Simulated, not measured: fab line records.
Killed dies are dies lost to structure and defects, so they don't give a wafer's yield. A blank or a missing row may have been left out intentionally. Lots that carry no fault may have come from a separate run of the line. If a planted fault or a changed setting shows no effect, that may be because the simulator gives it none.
fab line records + flow n5-finfet + part 2 of 2: steps 5 to 6 of 6
record
- lots=21
- wafers=63
- last-day=18
route steps=1938 shown HKMG_FIN@437 GATE_CUT@469
lots untouched by any fault: they come from a run of this same line in which no faults occurred
start-h: start of the lot's first displayed wafer, in hours after the record's first day + wait-h: time in hours since the lot's previous step + " identical to the entry in the row above + L1.1+2: a single row standing in for several wafers + - no value, or no start given + * or withheld: withheld + < > ~ a bound
route shown NAME@n: names a module that has steps shown in the file, with the first one's number in the route + usual: average and standard deviation across the fault-free wafers + same: alike in all rows + chamber/n: place in a boat + sites: per-site readings + _std_site: standard deviation across them + _edge_site: the outer-site mean with the inner-site mean subtracted + radius-mm: how far each site lies from the wafer's centre + mask NAME#n: copy n + behind: the most recent tool/chamber to have shaped the wafer + hold: what put the lot on hold/how long, in hours/how the hold closed + device: which transistor (n, p or np) failed to switch + end of line: the tests these same wafers got at the end of their route + a step without rows: its recipe alone + killed: dies lost to structure and defects at the first sort, not the wafer's yield + map: a wafer's dies, x killed, . not, _ none there
set.NAME: the setting that was run; set.NAME@STEP: the one run at that earlier step + model.NAME: the simulator's own value behind a step, which no gauge read
a sample of lots followed through the steps of the route, with each step as a table and each wafer as a row
services: from which hour (start-h, from the record's first day; less than 0 if before it) a tool's chamber was out of use, for how many hours, and why
## steps
# step N5_GATE_CUT_ETCH_37
# recipe
- chemistry=N2/H2
- target=SOC
- target-depth-a=600
- overetch-a=120
- mask-material=SiARC
- temp-c=40
- time-s=90
- ion-energy-ev=200
- pressure-mtorr=30
- source-w=840
- bias-w=150
- n2-flow-sccm=200
- h2-flow-sccm=200
# usual
- drypump-motor-current-A=5.8/0.35
- oes-product-au=0.70/0.076
- rf-vpp-V=524.3/1.9
- showerhead-plenum-p-Torr=2.56/0.066
- throttle-valve-pct=17.90/0.27
| lot.wafer | tool        | chamber | start-h | wait-h | drypump-motor-current-A | oes-product-au | rf-hours-counter-h | rf-vpp-V | showerhead-plenum-p-Torr | throttle-valve-pct |
|-----------|-------------|---------|---------|--------|-------------------------|----------------|--------------------|----------|--------------------------|--------------------|
| L074.1    | rie-diel-04 | 3       | 87.43   | 0.0    | 5.5                     | 0.72           | 88                 | 524.3    | 2.56                     | 17.71              |
| L074.2    | "           | 1       | "       | "      | 5.6                     | 0.64           | 188                | 526.4    | 2.64                     | 17.95              |
| L074.5    | "           | 3       | "       | "      | 5.4                     | 0.72           | -                  | 525.2    | 2.57                     | 17.72              |
| L075.1    | rie-diel-03 | 0       | 89.84   | 0.0    | 5.6                     | 0.83           | 20                 | 521.4    | 2.49                     | 17.20              |
| L075.2    | "           | 1       | "       | "      | 6.1                     | 0.70           | 140                | 526.8    | 2.66                     | 18.24              |
| L075.3    | "           | 3       | "       | "      | 6.3                     | 0.70           | 129                | 526.3    | 2.65                     | 17.65              |
| L076.3    | rie-diel-03 | 3       | 96.06   | 0.0    | 6.3                     | 0.70           | 130                | 526.5    | 2.65                     | 17.67              |
| L076.4    | "           | 2       | "       | "      | 6.3                     | 0.62           | 248                | 522.4    | 2.49                     | 17.96              |
| L076.6    | "           | 3       | "       | "      | 6.3                     | 0.69           | -                  | 528.0    | 2.65                     | 17.64              |
| L078.4    | rie-diel-04 | 2       | 107.46  | 0.0    | 5.6                     | 0.74           | 78                 | 521.4    | 2.47                     | 17.89              |
| L078.5    | "           | 0       | "       | "      | 6.3                     | 0.61           | -                  | 523.7    | 2.51                     | 18.30              |
| L078.6    | "           | 1       | "       | "      | 5.5                     | 0.63           | -                  | 526.3    | 2.63                     | 17.96              |
| L079.2    | rie-diel-06 | 0       | 117.08  | 0.0    | 5.7                     | 0.63           | 206                | 526.4    | 2.63                     | 17.83              |
| L079.4    | "           | 0       | "       | "      | 5.7                     | 0.64           | -                  | 525.4    | 2.63                     | 17.85              |
| L079.6    | "           | 2       | "       | "      | 5.2                     | 0.76           | -                  | 524.0    | 2.58                     | 17.99              |
| L080.1    | rie-diel-04 | 3       | 121.84  | 0.0    | 5.4                     | 0.72           | 98                 | 524.0    | 2.56                     | 17.74              |
| L080.4    | "           | 0       | "       | "      | 6.3                     | 0.61           | 235                | 522.4    | 2.51                     | 18.30              |
| L080.5    | "           | 0       | "       | "      | 6.3                     | 0.61           | -                  | 522.3    | 2.51                     | 18.29              |
| L081.3    | rie-diel-06 | 2       | 129.35  | 0.0    | 5.2                     | 0.76           | 63                 | 524.9    | 2.58                     | 17.99              |
| L081.5    | "           | 0       | "       | "      | 5.7                     | 0.63           | -                  | 527.6    | 2.63                     | 17.87              |
| L081.6    | "           | 3       | "       | "      | 5.8                     | 0.60           | -                  | 526.0    | 2.61                     | 17.85              |
| L082.1    | rie-diel-04 | 2       | 132.10  | 0.0    | 5.6                     | 0.75           | 85                 | 523.2    | 2.47                     | 17.91              |
| L082.3    | "           | 1       | "       | "      | 5.6                     | 0.62           | 204                | 526.2    | 2.63                     | 17.95              |
| L082.5    | "           | 1       | "       | "      | 5.6                     | 0.62           | -                  | 526.9    | 2.63                     | 17.98              |
| L083.2    | rie-diel-03 | 0       | 140.66  | 0.0    | 5.7                     | 0.80           | 36                 | 520.7    | 2.49                     | 17.23              |
| L083.5    | "           | 2       | "       | "      | 6.3                     | 0.86           | -                  | 522.7    | 2.49                     | 17.54              |
| L083.6    | "           | 1       | "       | "      | 6.1                     | 0.67           | -                  | 527.1    | 2.65                     | 18.25              |
| L084.1    | rie-diel-06 | 2       | 147.25  | 0.0    | 5.2                     | 0.75           | 68                 | 525.5    | 2.58                     | 18.00              |
| L084.3    | "           | 0       | "       | "      | 5.7                     | 0.63           | 217                | 526.2    | 2.62                     | 17.86              |
| L084.6    | "           | 1       | "       | "      | 5.9                     | 0.64           | -                  | 524.2    | 2.51                     | 18.32              |
| L085.1    | rie-diel-06 | 2       | 152.36  | 0.0    | 5.2                     | 0.75           | 70                 | 523.3    | 2.58                     | 18.01              |
| L085.2    | "           | 1       | "       | "      | 5.9                     | 0.64           | 209                | 524.2    | 2.51                     | 18.32              |
| L085.3    | "           | 0       | "       | "      | 5.8                     | 0.63           | 219                | 525.6    | 2.62                     | 17.86              |
| L087.2    | rie-diel-06 | 0       | 166.35  | 0.0    | 5.8                     | 0.63           | 224                | 526.6    | 2.62                     | 17.89              |
| L087.3    | "           | 2       | "       | "      | 5.2                     | 0.74           | 75                 | 523.7    | 2.57                     | 18.01              |
| L087.6    | "           | 1       | "       | "      | 5.9                     | 0.64           | -                  | 522.7    | 2.51                     | 18.34              |
| L088.2    | rie-diel-06 | 3       | 167.95  | 0.0    | 5.8                     | 0.84           | 3                  | 524.8    | 2.60                     | 17.38              |
| L088.4    | "           | 2       | "       | "      | 5.2                     | 0.74           | 76                 | 523.8    | 2.57                     | 18.01              |
| L088.6    | "           | 3       | "       | "      | 5.8                     | 0.84           | -                  | 525.8    | 2.60                     | 17.41              |
| L089.2    | rie-diel-04 | 2       | 185.15  | 0.0    | 5.6                     | 0.73           | 101                | 522.7    | 2.46                     | 17.92              |
| L089.3    | "           | 1       | "       | "      | 5.5                     | 0.62           | 219                | 525.2    | 2.62                     | 18.00              |
| L089.6    | "           | 2       | "       | "      | 5.7                     | 0.73           | -                  | 520.8    | 2.46                     | 17.92              |
| L090.1    | rie-diel-04 | 1       | 186.52  | 0.0    | 5.5                     | 0.61           | 220                | 525.9    | 2.62                     | 17.98              |
| L090.2    | "           | 2       | "       | "      | 5.6                     | 0.73           | 102                | 519.8    | 2.46                     | 17.95              |
| L090.6    | "           | 2       | "       | "      | 5.7                     | 0.73           | -                  | 522.4    | 2.46                     | 17.95              |
| L091.1    | rie-diel-03 | 3       | 188.11  | 0.0    | 6.3                     | 0.68           | 158                | 527.0    | 2.64                     | 17.71              |
| L091.4    | "           | 0       | "       | "      | 5.6                     | 0.78           | 49                 | 523.2    | 2.48                     | 17.25              |
| L091.6    | "           | 0       | "       | "      | 5.6                     | 0.78           | -                  | 523.3    | 2.48                     | 17.26              |
| L092.3    | rie-diel-03 | 0       | 193.50  | 0.0    | 5.6                     | 0.78           | 51                 | 521.8    | 2.48                     | 17.25              |
| L092.4    | "           | 1       | "       | "      | 6.1                     | 0.67           | 171                | 526.2    | 2.64                     | 18.29              |
| L092.6    | "           | 2       | "       | "      | 6.3                     | 0.83           | -                  | 521.5    | 2.48                     | 17.61              |
| L093.1    | rie-diel-03 | 0       | 198.00  | 0.0    | 5.6                     | 0.78           | 52                 | 522.0    | 2.48                     | 17.26              |
| L093.3    | "           | 3       | "       | "      | 6.3                     | 0.68           | 161                | 527.0    | 2.63                     | 17.71              |
| L093.4    | "           | 1       | "       | "      | 6.1                     | 0.68           | 172                | 526.8    | 2.64                     | 18.26              |
| L095.2    | rie-diel-04 | 1       | 209.72  | 0.0    | 5.6                     | 0.61           | 228                | 525.7    | 2.62                     | 18.02              |
| L095.5    | "           | 0       | "       | "      | 6.3                     | 0.83           | -                  | 522.1    | 2.50                     | 17.94              |
| L095.6    | "           | 1       | "       | "      | 5.6                     | 0.61           | -                  | 527.1    | 2.62                     | 18.00              |
| L096.1    | rie-diel-04 | 2       | 217.40  | 0.0    | 5.6                     | 0.72           | 115                | 522.0    | 2.46                     | 17.96              |
| L096.2    | "           | 0       | "       | "      | 6.3                     | 0.83           | 10                 | 523.6    | 2.50                     | 17.93              |
| L096.3    | "           | 1       | "       | "      | 5.6                     | 0.61           | 232                | 524.9    | 2.62                     | 18.01              |
| L097.1    | rie-diel-04 | 0       | 223.61  | 0.0    | 6.3                     | 0.82           | 13                 | 522.7    | 2.50                     | 17.93              |
| L097.2    | "           | 3       | "       | "      | 5.5                     | 0.70           | 126                | 524.4    | 2.55                     | 17.80              |
| L097.4    | "           | 2       | "       | "      | 5.6                     | 0.72           | 117                | 522.0    | 2.45                     | 17.94              |
# step N5_GATE_CUT_STRIP_42
# recipe
- chemistry=O2
- power-w=400
- temp-c=40
- pressure-mtorr=30
- rf-frequency-hz=6e+07
- bias-power-w=0
- overash-fraction=0.3
- o2-flow-sccm=225
# usual
- drypump-motor-current-A=5.8/0.35
- oes-product-au=0.78/0.091
- rf-vpp-V=3.6/0.48
- showerhead-plenum-p-Torr=2.11/0.056
- throttle-valve-pct=16.71/0.26
| lot.wafer | tool        | chamber | start-h | wait-h | drypump-motor-current-A | oes-product-au | rf-hours-counter-h | rf-vpp-V | showerhead-plenum-p-Torr | throttle-valve-pct |
|-----------|-------------|---------|---------|--------|-------------------------|----------------|--------------------|----------|--------------------------|--------------------|
| L074.1    | rie-diel-04 | 3       | 87.59   | 0.0    | 5.4                     | 0.82           | 88                 | 4.1      | 2.12                     | 16.56              |
| L074.2    | "           | 1       | "       | "      | 5.6                     | 0.70           | 188                | 3.7      | 2.17                     | 16.70              |
| L074.5    | "           | 3       | "       | "      | 5.4                     | 0.80           | -                  | 3.9      | 2.12                     | 16.58              |
| L075.1    | rie-diel-03 | 0       | 90.00   | 0.0    | 5.6                     | 0.94           | 20                 | 3.7      | 2.05                     | 16.02              |
| L075.2    | "           | 1       | "       | "      | 6.1                     | 0.76           | 140                | 2.7      | 2.19                     | 16.99              |
| L075.3    | "           | 3       | "       | "      | 6.3                     | 0.79           | 129                | 3.5      | 2.19                     | 16.58              |
| L076.3    | rie-diel-03 | 3       | 96.22   | 0.0    | 6.3                     | 0.78           | 130                | 3.3      | 2.19                     | 16.58              |
| L076.4    | "           | 2       | "       | "      | 6.3                     | 0.69           | 249                | 2.9      | 2.07                     | 16.81              |
| L076.6    | "           | 3       | "       | "      | 6.3                     | 0.78           | -                  | 4.5      | 2.19                     | 16.59              |
| L078.4    | rie-diel-04 | 2       | 107.63  | 0.0    | 5.6                     | 0.83           | 78                 | 3.3      | 2.03                     | 16.57              |
| L078.5    | "           | 0       | "       | "      | 6.3                     | 0.68           | -                  | 3.2      | 2.07                     | 17.13              |
| L078.6    | "           | 1       | "       | "      | 5.6                     | 0.70           | -                  | 3.0      | 2.17                     | 16.71              |
| L079.2    | rie-diel-06 | 0       | 117.33  | 0.0    | 5.7                     | 0.71           | 206                | 3.2      | 2.17                     | 16.76              |
| L079.4    | "           | 0       | "       | "      | 5.7                     | 0.71           | -                  | 3.7      | 2.17                     | 16.77              |
| L079.6    | "           | 2       | "       | "      | 5.2                     | 0.85           | -                  | 4.2      | 2.13                     | 16.81              |
| L080.1    | rie-diel-04 | 3       | 122.00  | 0.0    | 5.4                     | 0.82           | 98                 | 3.9      | 2.11                     | 16.57              |
| L080.4    | "           | 0       | "       | "      | 6.3                     | 0.68           | 235                | 3.8      | 2.07                     | 17.14              |
| L080.5    | "           | 0       | "       | "      | 6.3                     | 0.69           | -                  | 3.9      | 2.07                     | 17.12              |
| L081.3    | rie-diel-06 | 2       | 129.51  | 0.0    | 5.2                     | 0.86           | 63                 | 3.8      | 2.12                     | 16.80              |
| L081.5    | "           | 0       | "       | "      | 5.7                     | 0.70           | -                  | 4.3      | 2.17                     | 16.77              |
| L081.6    | "           | 3       | "       | "      | 5.8                     | 0.66           | -                  | 3.9      | 2.15                     | 16.67              |
| L082.1    | rie-diel-04 | 2       | 132.27  | 0.0    | 5.6                     | 0.83           | 86                 | 2.9      | 2.03                     | 16.57              |
| L082.3    | "           | 1       | "       | "      | 5.5                     | 0.70           | 204                | 3.1      | 2.17                     | 16.73              |
| L082.5    | "           | 1       | "       | "      | 5.5                     | 0.70           | -                  | 3.1      | 2.17                     | 16.72              |
| L083.2    | rie-diel-03 | 0       | 140.82  | 0.0    | 5.6                     | 0.91           | 36                 | 4.8      | 2.04                     | 16.06              |
| L083.5    | "           | 2       | "       | "      | 6.3                     | 0.98           | -                  | 3.3      | 2.07                     | 16.38              |
| L083.6    | "           | 1       | "       | "      | 6.1                     | 0.75           | -                  | 3.6      | 2.19                     | 17.04              |
| L084.1    | rie-diel-06 | 2       | 147.42  | 0.0    | 5.2                     | 0.85           | 68                 | 3.0      | 2.12                     | 16.83              |
| L084.3    | "           | 0       | "       | "      | 5.8                     | 0.70           | 217                | 3.4      | 2.17                     | 16.78              |
| L084.6    | "           | 1       | "       | "      | 5.9                     | 0.70           | -                  | 3.8      | 2.08                     | 17.18              |
| L085.1    | rie-diel-06 | 2       | 152.52  | 0.0    | 5.2                     | 0.84           | 70                 | 3.4      | 2.12                     | 16.83              |
| L085.2    | "           | 1       | "       | "      | 5.9                     | 0.71           | 209                | 3.2      | 2.08                     | 17.18              |
| L085.3    | "           | 0       | "       | "      | 5.8                     | 0.69           | 219                | 3.4      | 2.17                     | 16.78              |
| L087.2    | rie-diel-06 | 0       | 166.52  | 0.0    | 5.8                     | 0.70           | 224                | 3.2      | 2.17                     | 16.78              |
| L087.3    | "           | 2       | "       | "      | 5.2                     | 0.83           | 75                 | 4.0      | 2.12                     | 16.84              |
| L087.6    | "           | 1       | "       | "      | 5.9                     | 0.70           | -                  | 3.6      | 2.08                     | 17.21              |
| L088.2    | rie-diel-06 | 3       | 168.11  | 0.0    | 5.8                     | 0.96           | 3                  | 3.8      | 2.14                     | 16.19              |
| L088.4    | "           | 2       | "       | "      | 5.2                     | 0.83           | 76                 | 3.2      | 2.12                     | 16.86              |
| L088.6    | "           | 3       | "       | "      | 5.8                     | 0.96           | -                  | 3.2      | 2.14                     | 16.20              |
| L089.2    | rie-diel-04 | 2       | 185.31  | 0.0    | 5.6                     | 0.81           | 101                | 4.7      | 2.02                     | 16.61              |
| L089.3    | "           | 1       | "       | "      | 5.5                     | 0.68           | 219                | 4.0      | 2.16                     | 16.76              |
| L089.6    | "           | 2       | "       | "      | 5.6                     | 0.81           | -                  | 3.2      | 2.02                     | 16.61              |
| L090.1    | rie-diel-04 | 1       | 186.68  | 0.0    | 5.6                     | 0.68           | 220                | 3.9      | 2.16                     | 16.76              |
| L090.2    | "           | 2       | "       | "      | 5.6                     | 0.81           | 102                | 3.0      | 2.02                     | 16.62              |
| L090.6    | "           | 2       | "       | "      | 5.6                     | 0.82           | -                  | 3.2      | 2.02                     | 16.62              |
| L091.1    | rie-diel-03 | 3       | 188.27  | 0.0    | 6.3                     | 0.76           | 158                | 3.7      | 2.18                     | 16.63              |
| L091.4    | "           | 0       | "       | "      | 5.6                     | 0.89           | 49                 | 3.5      | 2.04                     | 16.09              |
| L091.6    | "           | 0       | "       | "      | 5.6                     | 0.89           | -                  | 4.1      | 2.04                     | 16.10              |
| L092.3    | rie-diel-03 | 0       | 193.66  | 0.0    | 5.6                     | 0.88           | 51                 | 3.5      | 2.04                     | 16.11              |
| L092.4    | "           | 1       | "       | "      | 6.1                     | 0.74           | 171                | 3.8      | 2.18                     | 17.05              |
| L092.6    | "           | 2       | "       | "      | 6.3                     | 0.92           | -                  | 4.6      | 2.06                     | 16.41              |
| L093.1    | rie-diel-03 | 0       | 198.16  | 0.0    | 5.6                     | 0.89           | 52                 | 3.7      | 2.04                     | 16.08              |
| L093.3    | "           | 3       | "       | "      | 6.3                     | 0.75           | 161                | 3.3      | 2.18                     | 16.64              |
| L093.4    | "           | 1       | "       | "      | 6.1                     | 0.74           | 172                | 3.9      | 2.18                     | 17.06              |
| L095.2    | rie-diel-04 | 1       | 209.88  | 0.0    | 5.5                     | 0.67           | 228                | 2.8      | 2.16                     | 16.79              |
| L095.5    | "           | 0       | "       | "      | 6.3                     | 0.94           | -                  | 3.2      | 2.06                     | 16.71              |
| L095.6    | "           | 1       | "       | "      | 5.6                     | 0.67           | -                  | 2.9      | 2.16                     | 16.78              |
| L096.1    | rie-diel-04 | 2       | 217.57  | 0.0    | 5.6                     | 0.80           | 115                | 4.0      | 2.02                     | 16.63              |
| L096.2    | "           | 0       | "       | "      | 6.3                     | 0.93           | 10                 | 2.9      | 2.06                     | 16.72              |
| L096.3    | "           | 1       | "       | "      | 5.6                     | 0.67           | 232                | 3.4      | 2.16                     | 16.80              |
| L097.1    | rie-diel-04 | 0       | 223.77  | 0.0    | 6.3                     | 0.93           | 13                 | 4.3      | 2.06                     | 16.74              |
| L097.2    | "           | 3       | "       | "      | 5.4                     | 0.78           | 126                | 4.6      | 2.10                     | 16.63              |
| L097.4    | "           | 2       | "       | "      | 5.7                     | 0.80           | 117                | 3.2      | 2.02                     | 16.64              |
## services
| tool         | chamber | start-h | hours | kind   |
|--------------|---------|---------|-------|--------|
| rie-diel-02  | -       | 55.82   | 15.6  | pm     |
| rie-diel-05  | 0       | 62.35   | 5.0   | repair |
| ald-metal-01 | -       | 64.52   | 2.8   | pm     |
| ald-sin-02   | -       | 85.65   | 14.0  | pm     |
| ald-metal-03 | 1       | 87.34   | 3.2   | repair |
| rie-diel-01  | 1       | 88.68   | 15.3  | repair |
| ald-metal-04 | -       | 107.79  | 28.1  | pm     |
| ald-sin-02   | -       | 108.99  | 2.8   | pm     |
| rie-diel-06  | 1       | 114.71  | 23.0  | repair |
| rie-diel-06  | 3       | 114.84  | 4.0   | repair |
| rie-diel-01  | 1       | 126.77  | 8.7   | repair |
| rie-diel-04  | 1       | 139.91  | 2.5   | repair |
| rie-diel-03  | 1       | 140.98  | 6.8   | repair |
| rie-diel-05  | 0       | 141.50  | 9.7   | repair |
| ald-metal-04 | 1       | 147.14  | 3.4   | repair |
| ald-metal-03 | 1       | 150.45  | 11.6  | repair |
| ald-metal-04 | 0       | 151.62  | 19.0  | repair |
| rie-diel-04  | -       | 163.06  | 1.1   | repair |
| rie-diel-05  | 1       | 163.92  | 15.8  | repair |
| ald-sin-04   | -       | 178.30  | 14.0  | pm     |
| ald-metal-04 | -       | 199.22  | 1.0   | repair |
| rie-diel-01  | 0       | 205.00  | 10.7  | repair |
| rie-diel-04  | 3       | 206.29  | 13.1  | repair |
| ald-sin-04   | -       | 207.11  | 14.6  | pm     |
